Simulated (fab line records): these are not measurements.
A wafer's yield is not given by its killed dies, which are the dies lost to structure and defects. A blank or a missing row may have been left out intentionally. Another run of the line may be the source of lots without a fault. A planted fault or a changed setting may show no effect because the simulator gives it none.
Matching of chambers | flow n5 finfet | N5_BEOL_M2_ETCH_64 on rie diel-06 has 4 sister chambers
The step etches SOC in N2/H2, target depth 75 nm, overetch 22.5 nm, time 121.9 s. 4 wafers are shown with their chamber, then 8 later ones without.

== WAFERS WITH THEIR CHAMBER ==
wafer  | chamber | throttle valve pct (%)
L082.3 | 3       | 17.61
L085.1 | 2       | 17.55
L085.3 | 1       | 18.19
L088.1 | 0       | 18.01

== WAFERS WHOSE CHAMBER IS MISSING ==
wafer  | throttle valve pct (%)
L088.4 | 17.56
L088.5 | 17.54
L092.1 | 17.55
L092.2 | 17.63
L092.5 | 18.23
L093.1 | 17.57
L093.2 | 18.04
L093.5 | 18.03

== CHAMBER TAKEN BY EACH ==
wafer  | from the rows above     | in truth
L088.4 | can't be placed: 2 or 3 | 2
L088.5 | 2                       | 2
L092.1 | 2                       | 2
L092.2 | 3                       | 3
L092.5 | 1                       | 1
L093.1 | can't be placed: 2 or 3 | 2
L093.2 | 0                       | 0
L093.5 | 0                       | 0
6 of 8 placed correctly. Cannot be placed on the basis of these rows: 2; the candidates contain the true chamber in 2. Wrongly placed: 0.
How it was worked out, from the rows above alone: a wafer's distance from a chamber is the root of the sum, over the readings, of the square of ((its reading less the chamber's mean) divided by the reading's scatter). If the next closest chamber is less than 2 further off than the closest, the wafer can't be placed; otherwise it belongs to the closest. A chamber's mean is the mean of its shown wafers. The scatter (one wafer shown for each chamber): square how far every hidden wafer sits from the nearest shown wafer, average those squares and take the square root.
